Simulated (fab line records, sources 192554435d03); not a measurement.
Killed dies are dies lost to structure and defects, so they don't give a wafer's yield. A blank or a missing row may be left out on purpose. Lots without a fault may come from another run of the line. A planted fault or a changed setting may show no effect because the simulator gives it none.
Which tool did it? | flow n5_finfet | 9 lots, 27 wafers sampled, at 6 steps of a route of 1938

WHAT THE GAUGES READ, wafer by wafer
N5_BEOL_M1_OCD_MEAS_38. Usual: trench_depth_nm 55.2 nm, standard deviation 0.76.
lot  | measured     | on     | trench_depth_nm (nm) | flag
L432 | day 6 08:05  | ocd-02 | 55.3 54.7 56.2       |
L431 | day 6 10:59  | ocd-01 | 55.8 56.4 55.5       |
L439 | day 8 08:13  | ocd-01 | 46.7 45.0 45.3       | OFF
L442 | day 9 06:52  | ocd-01 | 45.6 45.5 55.5       | OFF
L443 | day 9 10:32  | ocd-02 | 54.5 53.9 54.9       |
L444 | day 9 16:17  | ocd-02 | 54.6 55.6 54.7       |
L447 | day 10 13:05 | ocd-02 | 55.2 55.3 56.2       |
L449 | day 10 19:07 | ocd-01 | 53.5 55.1 54.6       |
L451 | day 11 20:19 | ocd-02 | 54.8 55.0 56.4       |

N5_BEOL_M1_CD_MEAS_35: target cd 18 nm, target cd y 21 nm. Usual: cd_nm 18.14 nm, standard deviation 0.29.
lot  | measured     | on        | cd_nm (nm)        | flag
L432 | day 6 08:16  | cd_sem-03 | 18.03 17.45 17.69 |
L431 | day 6 11:09  | cd_sem-02 | 17.81 17.49 18.34 |
L439 | day 8 08:22  | cd_sem-01 | 17.84 18.11 18.12 |
L442 | day 9 07:01  | cd_sem-03 | 17.78 17.64 18.15 |
L443 | day 9 10:41  | cd_sem-03 | 18.40 18.42 18.68 |
L444 | day 9 16:26  | cd_sem-01 | 17.76 17.72 17.67 |
L447 | day 10 13:20 | cd_sem-01 | 18.22 18.56 18.13 |
L449 | day 10 19:16 | cd_sem-03 | 18.26 18.29 18.05 |
L451 | day 11 20:28 | cd_sem-03 | 17.93 17.89 17.76 |

N5_BEOL_M4_RC_MEAS_101. Usual: DIBL_N 36.4 mV/V, standard deviation 1.4; DIBL_P 36.3 mV/V, standard deviation 1.5; IOFF_N 0.162 nA/um, standard deviation 0.023; IOFF_P 0.211 nA/um, standard deviation 0.027; ION_N 676 uA/um, standard deviation 9.7; ION_P 463 uA/um, standard deviation 6.4; SS_N 71.5 mV/dec, standard deviation 0.5; SS_P 73.3 mV/dec, standard deviation 0.6; VT_N 249.3 mV, standard deviation 2.5; VT_P -249.9 mV, standard deviation 2.8.
lot  | measured     | on        | DIBL_N (mV/V)  | DIBL_P (mV/V)  | IOFF_N (nA/um)    | IOFF_P (nA/um)    | ION_N (uA/um) | ION_P (uA/um) | SS_N (mV/dec)  | SS_P (mV/dec)  | VT_N (mV)         | VT_P (mV)            | flag
L432 | day 7 19:14  | prober-02 | 37.8 37.2 38.0 | 35.0 35.9 36.3 | 0.163 0.155 0.161 | 0.205 0.225 0.222 | 663 672 664   | 456 466 457   | 72.0 71.1 71.8 | 73.1 72.1 73.2 | 250.6 249.4 250.6 | -251.6 -249.4 -248.1 |
L431 | day 8 03:00  | prober-02 | 38.5 37.3 37.8 | 37.2 36.1 36.4 | 0.193 0.166 0.186 | 0.238 0.221 0.228 | 675 675 676   | 461 467 459   | 72.4 71.7 72.4 | 73.6 73.4 74.0 | 249.0 249.5 248.0 | -247.1 -250.3 -248.3 |
L439 | day 10 01:58 | prober-01 | 36.1 35.1 34.5 | 37.9 36.0 35.8 | 0.168 0.144 0.128 | 0.210 0.177 0.178 | 679 674 660   | 464 458 460   | 71.3 71.2 71.1 | 74.0 73.6 73.0 | 247.3 250.4 252.3 | -248.0 -253.1 -252.5 |
L442 | day 10 20:30 | prober-01 | 35.7 36.9 37.6 | 34.9 36.0 35.8 | 0.142 0.154 0.162 | 0.204 0.207 0.207 | 672 660 661   | 468 459 452   | 71.3 71.2 72.1 | 72.5 73.3 72.9 | 249.4 246.6 251.6 | -246.3 -248.5 -247.9 |
L443 | day 10 21:04 | prober-02 | 37.0 37.2 37.8 | 36.7 38.1 37.9 | 0.177 0.190 0.192 | 0.185 0.202 0.205 | 682 687 686   | 456 458 459   | 71.9 71.6 71.6 | 73.0 74.1 73.4 | 247.8 247.5 244.2 | -255.2 -252.1 -253.5 |
L444 | day 11 01:06 | prober-02 | 38.3 36.5 37.7 | 37.4 35.2 36.0 | 0.166 0.143 0.160 | 0.247 0.202 0.222 | 669 679 670   | 462 467 455   | 71.2 71.3 71.3 | 73.4 73.2 72.9 | 248.3 247.4 249.1 | -245.2 -248.1 -247.1 |
L447 | day 12 08:04 | prober-02 | 36.4 38.5 36.7 | 35.6 38.1 36.1 | 0.141 0.177 0.150 | 0.203 0.247 0.213 | 683 692 676   | 470 472 467   | 71.8 71.7 72.1 | 73.0 73.6 72.8 | 250.3 246.2 248.3 | -251.5 -246.2 -247.7 |
L449 | day 12 05:59 | prober-02 | 40.7 37.8 38.3 | 39.0 36.8 36.3 | 0.230 0.179 0.175 | 0.267 0.214 0.209 | 675 682 669   | 460 466 454   | 72.9 71.9 72.8 | 74.4 74.1 73.3 | 247.4 247.4 249.5 | -248.4 -249.9 -248.8 |
L451 | day 13 07:33 | prober-02 | 36.0 36.4 36.4 | 34.2 33.9 35.0 | 0.153 0.162 0.162 | 0.213 0.216 0.231 | 670 661 665   | 462 457 466   | 71.6 71.6 71.4 | 73.0 71.9 73.6 | 250.2 250.8 250.8 | -250.2 -246.2 -248.0 |

WHICH TOOL RAN EACH LOT (tool, then ch and the chambers of the sampled wafers, then the start)
lot  | N5_BEOL_M1_ALD_98                 | N5_BEOL_M1_TRENCH_ETCH_37          | N5_BEOL_M1_SURFACE_TREAT_85
L432 | ald_sin-03 ch 1,2, day 6 06:34    | rie_diel-05 ch 1,3, day 6 07:56    | pvd_sputter-01, day 6 08:55
L431 | ald_sin-01 ch 0,2, day 6 09:39    | rie_diel-01 ch 0,1,2, day 6 10:50  | pvd_sputter-01, day 6 11:55
L439 | ald_sin-01 ch 0,1,3, day 8 05:09  | rie_diel-05 ch 0,1,2, day 8 08:03  | pvd_sputter-01, day 8 08:58
L442 | ald_sin-04 ch 1,2,3, day 9 03:09  | rie_diel-05 ch 0,1,3, day 9 06:42  | pvd_sputter-03, day 9 07:52
L443 | ald_sin-01 ch 1,3, day 9 09:07    | rie_diel-03 ch 0,3, day 9 10:23    | pvd_sputter-01, day 9 11:22
L444 | ald_sin-04 ch 1,2,3, day 9 12:12  | rie_diel-01 ch 1,2, day 9 16:07    | pvd_sputter-02, day 9 17:10
L447 | ald_sin-01 ch 0,3, day 10 02:49   | rie_diel-01 ch 0,3, day 10 12:55   | pvd_sputter-01, day 10 13:52
L449 | ald_sin-01 ch 2,3, day 10 18:21   | rie_diel-03 ch 0,3, day 10 18:57   | pvd_sputter-01, day 10 20:14
L451 | ald_sin-03 ch 0,1,3, day 11 16:31 | rie_diel-01 ch 0,1,3, day 11 20:10 | pvd_sputter-03, day 11 20:53
- N5_BEOL_M1_ALD_98: deposits SiO2, target thk 2.5 nm, pulse time 1 s, co reactant pulse time 1 s.
- N5_BEOL_M1_TRENCH_ETCH_37: etches SiOC in C4F6/O2, target depth 55.207 nm, time 29 s.
- N5_BEOL_M1_SURFACE_TREAT_85

WHAT THE TOOLS THEMSELVES READ (means of the sampled wafers that have a number; where no wafer has one, the mark that the record gives instead)
N5_BEOL_M1_ALD_98. Usual: heater_power_w 80 W, standard deviation 7.5; precursor_pulse_height_rel 1.002, standard deviation 0.019.
lot  | tool       | heater_power_w (W) | precursor_pulse_height_rel | flag
L432 | ald_sin-03 | 79                 | 1.013                      |
L431 | ald_sin-01 | 79                 | 0.994                      |
L439 | ald_sin-01 | 77                 | 1.012                      |
L442 | ald_sin-04 | 85                 | 0.989                      |
L443 | ald_sin-01 | 76                 | 0.995                      |
L444 | ald_sin-04 | 86                 | 0.999                      |
L447 | ald_sin-01 | 82                 | 0.995                      |
L449 | ald_sin-01 | 82                 | 1.004                      |
L451 | ald_sin-03 | 85                 | 1.007                      |

N5_BEOL_M1_TRENCH_ETCH_37. Usual: C4F6_flow_sccm 10.002 sccm, standard deviation 0.026; O2_flow_sccm 10.00 sccm, standard deviation 0.032; drypump_motor_current_A 5.7 A, standard deviation 0.39; oes_product_au 0.80 a.u., standard deviation 0.073; rf_vpp_V 664 V, standard deviation 6.9; showerhead_plenum_p_Torr 2.85 Torr, standard deviation 0.062; throttle_valve_pct 20.81 %, standard deviation 0.28.
lot  | tool        | C4F6_flow_sccm (sccm) | O2_flow_sccm (sccm) | drypump_motor_current_A (A) | oes_product_au (a.u.) | rf_vpp_V (V) | showerhead_plenum_p_Torr (Torr) | throttle_valve_pct (%) | flag
L432 | rie_diel-05 | 9.992                 | 9.96                | 5.9                         | 0.80                  | 663          | 2.87                            | 21.19                  |
L431 | rie_diel-01 | 9.984                 | 10.02               | 5.7                         | 0.84                  | 670          | 2.85                            | 20.69                  |
L439 | rie_diel-05 | 10.001                | 9.97                | 5.6                         | 0.71                  | 656          | 2.86                            | 20.87                  |
L442 | rie_diel-05 | 9.993                 | 10.00               | 5.8                         | 0.69                  | 659          | 2.84                            | 21.23                  |
L443 | rie_diel-03 | 9.990                 | 10.00               | 6.2                         | 0.85                  | 662          | 2.84                            | 20.62                  |
L444 | rie_diel-01 | 10.022                | 9.99                | 5.7                         | 0.83                  | 673          | 2.81                            | 20.60                  |
L447 | rie_diel-01 | 9.979                 | 10.02               | 5.4                         | 0.82                  | 662          | 2.87                            | 20.76                  |
L449 | rie_diel-03 | 10.018                | 10.01               | 6.2                         | 0.80                  | 661          | 2.79                            | 20.62                  |
L451 | rie_diel-01 | 10.017                | 9.99                | 5.5                         | 0.83                  | 668          | 2.88                            | 20.76                  |

THE ANSWER, worked out from the rows above alone
Rule: a lot is off if the mean of its wafers that have a number lies more than 3 standard deviations from the usual mean. A lot without any number at a reading at which 4 lots or more have one is off too. The other lots that the step has rows for count as sound. The gauges are gone through in route order, then the tools' own readings, and for those a lot's mean is taken as printed above. The first step at which some lot is off is used, and at that step the reading that is off furthest; a lot without a number counts as furthest.
Off: L439, L442, at N5_BEOL_M1_OCD_MEAS_38 (trench_depth_nm).
A tool fits if, at a process step before that reading, it ran every lot that is off, and no sound lot after the first of them. The gauges at N5_BEOL_M1_OCD_MEAS_38 are tried like those tools. One fits: rie_diel-05 at N5_BEOL_M1_TRENCH_ETCH_37. Its last sound lot is L432 (day 6 07:56), its first lot that is off L439 (day 8 08:03): a fault that began between those two fits.
The tool's own readings at N5_BEOL_M1_TRENCH_ETCH_37 bear it out: on the lots that are off they differ by more than 5 times the standard deviation of the sound lots' means. oes_product_au reads 0.70 a.u. there against 0.82 a.u. on the sound lots.

WHAT THE SIMULATOR HAD PUT IN
Process parameter drift: rie_diel-05, from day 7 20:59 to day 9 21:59, at N5_BEOL_M1_TRENCH_ETCH_37. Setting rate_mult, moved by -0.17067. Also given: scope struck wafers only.
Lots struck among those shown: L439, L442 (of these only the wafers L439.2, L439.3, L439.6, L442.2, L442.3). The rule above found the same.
